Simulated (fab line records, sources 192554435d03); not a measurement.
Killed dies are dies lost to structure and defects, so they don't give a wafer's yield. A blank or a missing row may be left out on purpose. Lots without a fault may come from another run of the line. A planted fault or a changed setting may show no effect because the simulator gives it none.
Chamber matching | flow n5_finfet | N5_BEOL_M0_SAQP_SPACER1_ETCHBACK_99 on rie_diel-03: 4 sister chambers
The step etches SiO2 in CHF3/O2, target depth 15.4 nm, time 7.7 s. 8 wafers are shown with their chamber, then 7 later ones without.

WAFERS WITH THEIR CHAMBER
wafer  | chamber | showerhead_plenum_p_Torr (Torr) | drypump_motor_current_A (A)
L081.1 | 3       | 2.39                            | 6.3
L084.6 | 2       | 2.47                            | 6.1
L085.5 | 0       | 2.31                            | 4.9
L086.1 | 3       | 2.39                            | 6.3
L086.3 | 1       | 2.40                            | 6.0
L086.5 | 2       | 2.47                            | 6.2
L087.2 | 1       | 2.40                            | 6.0
L087.3 | 0       | 2.30                            | 4.9

WAFERS WITHOUT THEIR CHAMBER
wafer  | showerhead_plenum_p_Torr (Torr) | drypump_motor_current_A (A)
L087.6 | 2.30                            | 4.9
L088.2 | 2.39                            | 6.3
L088.3 | 2.40                            | 6.0
L088.4 | 2.39                            | 6.3
L089.1 | 2.39                            | 6.3
L089.4 | 2.40                            | 6.0
L089.6 | 2.39                            | 6.3

WHICH CHAMBER EACH WENT THROUGH
wafer  | from the rows above | in truth
L087.6 | 0                   | 0
L088.2 | 3                   | 3
L088.3 | 1                   | 1
L088.4 | 3                   | 3
L089.1 | 3                   | 3
L089.4 | 1                   | 1
L089.6 | 3                   | 3
Placed correctly: 7 of 7. Can't be placed from these rows: 0. Placed wrongly: 0.
How it was worked out, from the rows above alone: a wafer's distance from a chamber is the root of the sum, over the readings, of the square of ((its reading less the chamber's mean) divided by the reading's scatter). The wafer belongs to the nearest chamber; if the next one is less than 2 further off, it can't be placed. A chamber's mean is the mean of its shown wafers. The scatter: the root of (the sum of the squares of (reading less its chamber's mean) over the shown wafers, divided by (wafers less chambers)).
